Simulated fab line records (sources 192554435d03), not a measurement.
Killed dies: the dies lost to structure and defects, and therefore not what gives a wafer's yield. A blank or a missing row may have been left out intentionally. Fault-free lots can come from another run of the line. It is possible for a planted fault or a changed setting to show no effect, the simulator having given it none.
Which tool was responsible? :: flow n5 finfet :: 72 wafers from 24 lots sampled at 3 of the route's 1938 steps

== WHAT THE GAUGES READ, wafer by wafer ==
N5_BEOL_M3_CD_MEAS_11: target cd 17.05 nm. Usual: 17.02 nm for cd nm, sd 0.24.
lot: L074
measured: day 6 21:06
on: cd sem-03
cd nm (nm): 17.31 17.25 17.17
flag: 

lot: L075
measured: day 7 06:48
on: cd sem-03
cd nm (nm): 16.87 16.60 17.03
flag: 

lot: L076
measured: day 7 13:39
on: cd sem-03
cd nm (nm): 17.16 16.98 17.27
flag: 

lot: L077
measured: day 7 13:51
on: cd sem-01
cd nm (nm): 16.75 16.96 16.73
flag: 

lot: L078
measured: day 7 14:20
on: cd sem-01
cd nm (nm): 16.80 17.32 16.83
flag: 

lot: L079
measured: day 8 02:28
on: cd sem-03
cd nm (nm): 17.50 16.92 16.89
flag: 

lot: L080
measured: day 8 13:08
on: cd sem-01
cd nm (nm): 17.30 16.54 17.12
flag: 

lot: L081
measured: day 8 17:39
on: cd sem-01
cd nm (nm): 16.90 17.28 17.09
flag: 

lot: L083
measured: day 8 21:31
on: cd sem-02
cd nm (nm): 17.05 16.99 17.08
flag: 

lot: L082
measured: day 9 00:30
on: cd sem-02
cd nm (nm): 16.97 17.19 17.01
flag: 

lot: L084
measured: day 9 10:08
on: cd sem-01
cd nm (nm): 16.80 17.22 17.13
flag: 

lot: L085
measured: day 10 01:51
on: cd sem-01
cd nm (nm): 17.33 16.54 17.06
flag: 

lot: L086
measured: day 10 02:05
on: cd sem-02
cd nm (nm): 16.93 16.81 16.86
flag: 

lot: L087
measured: day 10 02:14
on: cd sem-01
cd nm (nm): 17.28 16.70 16.90
flag: 

lot: L088
measured: day 10 15:47
on: cd sem-01
cd nm (nm): 16.86 17.64 16.91
flag: 

lot: L089
measured: day 10 16:14
on: cd sem-01
cd nm (nm): 16.89 16.88 16.96
flag: 

lot: L090
measured: day 10 21:44
on: cd sem-01
cd nm (nm): 16.85 16.97 16.66
flag: 

lot: L092
measured: day 11 06:04
on: cd sem-02
cd nm (nm): 16.80 16.91 17.32
flag: 

lot: L091
measured: day 11 07:56
on: cd sem-02
cd nm (nm): 16.64 17.05 16.86
flag: 

lot: L093
measured: day 11 21:13
on: cd sem-01
cd nm (nm): 17.14 16.96 17.30
flag: 

lot: L095
measured: day 12 03:54
on: cd sem-01
cd nm (nm): 17.19 16.81 17.03
flag: 

lot: L094
measured: day 12 07:14
on: cd sem-02
cd nm (nm): 17.37 16.93 17.42
flag: 

lot: L096
measured: day 12 11:17
on: cd sem-01
cd nm (nm): 17.50 16.84 17.13
flag: 

lot: L097
measured: day 12 13:31
on: cd sem-01
cd nm (nm): 16.94 17.01 17.13
flag: 

N5_BEOL_M3_CD_MEAS_35: target cd 18 nm, target cd y 21 nm. Usual: 17.9 nm for cd nm, sd 0.33.
lot: L074
measured: day 6 23:13
on: cd sem-02
cd nm (nm): 18.3 18.0 18.0
flag: 

lot: L075
measured: day 7 08:50
on: cd sem-03
cd nm (nm): 17.6 17.5 17.9
flag: 

lot: L076
measured: day 8 01:19
on: cd sem-01
cd nm (nm): 18.1 18.0 17.7
flag: 

lot: L077
measured: day 8 01:33
on: cd sem-01
cd nm (nm): 18.0 18.2 17.9
flag: 

lot: L078
measured: day 8 00:44
on: cd sem-01
cd nm (nm): 17.5 17.6 18.3
flag: 

lot: L079
measured: day 8 04:40
on: cd sem-01
cd nm (nm): 18.0 17.6 17.4
flag: 

lot: L080
measured: day 8 14:58
on: cd sem-02
cd nm (nm): 18.0 17.5 17.4
flag: 

lot: L081
measured: day 9 02:15
on: cd sem-02
cd nm (nm): 17.8 18.4 17.9
flag: 

lot: L083
measured: day 9 05:52
on: cd sem-02
cd nm (nm): 18.2 17.2 17.7
flag: 

lot: L082
measured: day 9 05:58
on: cd sem-01
cd nm (nm): 18.1 18.0 17.8
flag: 

lot: L084
measured: day 9 12:11
on: cd sem-02
cd nm (nm): 17.8 18.2 17.6
flag: 

lot: L085
measured: day 10 07:32
on: cd sem-01
cd nm (nm): 17.3 17.8 17.4
flag: 

lot: L086
measured: day 10 07:55
on: cd sem-02
cd nm (nm): 18.3 17.1 17.6
flag: 

lot: L087
measured: day 10 10:52
on: cd sem-02
cd nm (nm): 18.5 17.8 18.3
flag: 

lot: L088
measured: day 10 17:58
on: cd sem-02
cd nm (nm): 17.7 18.5 18.2
flag: 

lot: L089
measured: day 10 20:24
on: cd sem-02
cd nm (nm): 17.8 17.6 17.8
flag: 

lot: L090
measured: day 10 23:36
on: cd sem-01
cd nm (nm): 17.7 16.9 18.1
flag: 

lot: L092
measured: day 11 12:26
on: cd sem-01
cd nm (nm): 16.9 17.8 17.7
flag: 

lot: L091
measured: day 11 16:09
on: cd sem-01
cd nm (nm): 18.1 18.0 18.0
flag: 

lot: L093
measured: day 11 23:02
on: cd sem-02
cd nm (nm): 18.3 18.7 17.9
flag: 

lot: L095
measured: day 12 08:23
on: cd sem-02
cd nm (nm): 17.5 17.5 17.7
flag: 

lot: L094
measured: day 12 17:08
on: cd sem-01
cd nm (nm): 18.1 17.6 17.8
flag: 

lot: L096
measured: day 12 17:52
on: cd sem-02
cd nm (nm): 18.3 18.1 18.1
flag: 

lot: L097
measured: day 12 18:02
on: cd sem-02
cd nm (nm): 17.9 17.9 17.9
flag: 

== WHAT TOOL EACH LOT RAN ON (gives the tool, then ch and the chambers of the sampled wafers, and finally the start) ==
lot: L074
N5_BEOL_M3_STRIP_66: rie diel-04 ch 0,1,2, day 6 21:26

lot: L075
N5_BEOL_M3_STRIP_66: rie diel-04 ch 0,1,3, day 7 07:08

lot: L076
N5_BEOL_M3_STRIP_66: rie diel-03 ch 0,1,3, day 7 13:59

lot: L077
N5_BEOL_M3_STRIP_66: rie diel-04 ch 0,1,2, day 7 14:10

lot: L078
N5_BEOL_M3_STRIP_66: rie diel-03 ch 0,1,3, day 7 14:40

lot: L079
N5_BEOL_M3_STRIP_66: rie diel-05 ch 0,1,3, day 8 02:48

lot: L080
N5_BEOL_M3_STRIP_66: rie diel-05 ch 1,2, day 8 13:28

lot: L081
N5_BEOL_M3_STRIP_66: rie diel-05 ch 0,3, day 8 17:59

lot: L083
N5_BEOL_M3_STRIP_66: rie diel-05 ch 1,2,3, day 8 21:50

lot: L082
N5_BEOL_M3_STRIP_66: rie diel-04 ch 0,2,3, day 9 00:50

lot: L084
N5_BEOL_M3_STRIP_66: rie diel-03 ch 0,1,3, day 9 10:28

lot: L085
N5_BEOL_M3_STRIP_66: rie diel-03 ch 1,3, day 10 02:11

lot: L086
N5_BEOL_M3_STRIP_66: rie diel-03 ch 0,3, day 10 02:25

lot: L087
N5_BEOL_M3_STRIP_66: rie diel-03 ch 1,2, day 10 02:49

lot: L088
N5_BEOL_M3_STRIP_66: rie diel-04 ch 0,1,2, day 10 16:07

lot: L089
N5_BEOL_M3_STRIP_66: rie diel-03 ch 0,1,2, day 10 16:34

lot: L090
N5_BEOL_M3_STRIP_66: rie diel-04 ch 0,2,3, day 10 22:04

lot: L092
N5_BEOL_M3_STRIP_66: rie diel-04 ch 1,2,3, day 11 06:40

lot: L091
N5_BEOL_M3_STRIP_66: rie diel-05 ch 0,1,3, day 11 08:16

lot: L093
N5_BEOL_M3_STRIP_66: rie diel-03 ch 0,1,3, day 11 21:32

lot: L095
N5_BEOL_M3_STRIP_66: rie diel-04 ch 1,2,3, day 12 04:18

lot: L094
N5_BEOL_M3_STRIP_66: rie diel-03 ch 2,3, day 12 07:43

lot: L096
N5_BEOL_M3_STRIP_66: rie diel-05 ch 1,2,3, day 12 11:43

lot: L097
N5_BEOL_M3_STRIP_66: rie diel-03 ch 0,3, day 12 13:50
- N5_BEOL_M3_STRIP_66: strips in CF4.

== AS READ BY THE TOOLS THEMSELVES (means over the sampled wafers that have a number; for cases with no such wafer, the mark the record gives instead) ==
N5_BEOL_M3_STRIP_66. Usual: drypump motor current A 5.84 A, standard deviation 0.24; oes product au 0.77 a.u., standard deviation 0.079; rf vpp V 270.9 V, standard deviation 1.7; showerhead plenum p Torr 1.79 Torr, standard deviation 0.067; throttle valve pct 13.65 %, standard deviation 0.26.
lot: L074
tool: rie diel-04
drypump motor current A (A): 5.72
oes product au (a.u.): 0.75
rf vpp V (V): 269.0
showerhead plenum p Torr (Torr): 1.72
throttle valve pct (%): 13.56
flag: 

lot: L075
tool: rie diel-04
drypump motor current A (A): 5.91
oes product au (a.u.): 0.77
rf vpp V (V): 270.2
showerhead plenum p Torr (Torr): 1.75
throttle valve pct (%): 13.59
flag: 

lot: L076
tool: rie diel-03
drypump motor current A (A): 5.87
oes product au (a.u.): 0.72
rf vpp V (V): 269.4
showerhead plenum p Torr (Torr): 1.74
throttle valve pct (%): 13.76
flag: 

lot: L077
tool: rie diel-04
drypump motor current A (A): 5.71
oes product au (a.u.): 0.75
rf vpp V (V): 269.9
showerhead plenum p Torr (Torr): 1.72
throttle valve pct (%): 13.57
flag: 

lot: L078
tool: rie diel-03
drypump motor current A (A): 5.88
oes product au (a.u.): 0.71
rf vpp V (V): 270.1
showerhead plenum p Torr (Torr): 1.74
throttle valve pct (%): 13.76
flag: 

lot: L079
tool: rie diel-05
drypump motor current A (A): 5.84
oes product au (a.u.): 0.70
rf vpp V (V): 270.1
showerhead plenum p Torr (Torr): 1.76
throttle valve pct (%): 13.82
flag: 

lot: L080
tool: rie diel-05
drypump motor current A (A): 5.77
oes product au (a.u.): 0.80
rf vpp V (V): 272.1
showerhead plenum p Torr (Torr): 1.85
throttle valve pct (%): 13.62
flag: 

lot: L081
tool: rie diel-05
drypump motor current A (A): 5.88
oes product au (a.u.): 0.70
rf vpp V (V): 270.5
showerhead plenum p Torr (Torr): 1.75
throttle valve pct (%): 13.92
flag: 

lot: L083
tool: rie diel-05
drypump motor current A (A): 5.82
oes product au (a.u.): 0.76
rf vpp V (V): 271.2
showerhead plenum p Torr (Torr): 1.79
throttle valve pct (%): 13.69
flag: 

lot: L082
tool: rie diel-04
drypump motor current A (A): 5.78
oes product au (a.u.): 0.79
rf vpp V (V): 271.5
showerhead plenum p Torr (Torr): 1.81
throttle valve pct (%): 13.60
flag: 

lot: L084
tool: rie diel-03
drypump motor current A (A): 5.89
oes product au (a.u.): 0.80
rf vpp V (V): 272.0
showerhead plenum p Torr (Torr): 1.80
throttle valve pct (%): 13.60
flag: 

lot: L085
tool: rie diel-03
drypump motor current A (A): 5.65
oes product au (a.u.): 0.80
rf vpp V (V): 271.1
showerhead plenum p Torr (Torr): 1.78
throttle valve pct (%): 13.58
flag: 

lot: L086
tool: rie diel-03
drypump motor current A (A): 6.11
oes product au (a.u.): 0.79
rf vpp V (V): 271.6
showerhead plenum p Torr (Torr): 1.82
throttle valve pct (%): 13.63
flag: 

lot: L087
tool: rie diel-03
drypump motor current A (A): 5.62
oes product au (a.u.): 0.73
rf vpp V (V): 270.5
showerhead plenum p Torr (Torr): 1.77
throttle valve pct (%): 13.79
flag: 

lot: L088
tool: rie diel-04
drypump motor current A (A): 5.72
oes product au (a.u.): 0.81
rf vpp V (V): 271.3
showerhead plenum p Torr (Torr): 1.79
throttle valve pct (%): 13.42
flag: 

lot: L089
tool: rie diel-03
drypump motor current A (A): 5.85
oes product au (a.u.): 0.73
rf vpp V (V): 271.5
showerhead plenum p Torr (Torr): 1.79
throttle valve pct (%): 13.80
flag: 

lot: L090
tool: rie diel-04
drypump motor current A (A): 5.78
oes product au (a.u.): 0.78
rf vpp V (V): 270.9
showerhead plenum p Torr (Torr): 1.80
throttle valve pct (%): 13.63
flag: 

lot: L092
tool: rie diel-04
drypump motor current A (A): 5.95
oes product au (a.u.): 0.81
rf vpp V (V): 271.2
showerhead plenum p Torr (Torr): 1.81
throttle valve pct (%): 13.49
flag: 

lot: L091
tool: rie diel-05
drypump motor current A (A): 5.83
oes product au (a.u.): 0.78
rf vpp V (V): 270.8
showerhead plenum p Torr (Torr): 1.75
throttle valve pct (%): 13.68
flag: 

lot: L093
tool: rie diel-03
drypump motor current A (A): 5.87
oes product au (a.u.): 0.78
rf vpp V (V): 270.6
showerhead plenum p Torr (Torr): 1.80
throttle valve pct (%): 13.65
flag: 

lot: L095
tool: rie diel-04
drypump motor current A (A): 5.93
oes product au (a.u.): 0.79
rf vpp V (V): 272.1
showerhead plenum p Torr (Torr): 1.80
throttle valve pct (%): 13.50
flag: 

lot: L094
tool: rie diel-03
drypump motor current A (A): 5.71
oes product au (a.u.): 0.79
rf vpp V (V): 273.7
showerhead plenum p Torr (Torr): 1.86
throttle valve pct (%): 13.59
flag: 

lot: L096
tool: rie diel-05
drypump motor current A (A): 5.82
oes product au (a.u.): 0.81
rf vpp V (V): 270.3
showerhead plenum p Torr (Torr): 1.79
throttle valve pct (%): 13.55
flag: 

lot: L097
tool: rie diel-03
drypump motor current A (A): 6.12
oes product au (a.u.): 0.76
rf vpp V (V): 272.4
showerhead plenum p Torr (Torr): 1.81
throttle valve pct (%): 13.66
flag: 

== THE ANSWER, worked out from the rows above alone ==
Rule: a lot is off if the mean of its wafers that have a number lies more than 3 standard deviations from the usual mean. A lot without any number at a reading at which 4 lots or more have one is off too. All remaining lots with rows at the step are treated as sound. After the gauges, taken in route order, come the tools' own readings; for these a lot's mean is taken, as printed above. The first step at which some lot is off is used, and at that step the reading that is off furthest; a lot without a number counts as furthest.
No lot is off at any reading shown: from this, nothing can be told.

== WHAT THE SIMULATOR PUT IN ==
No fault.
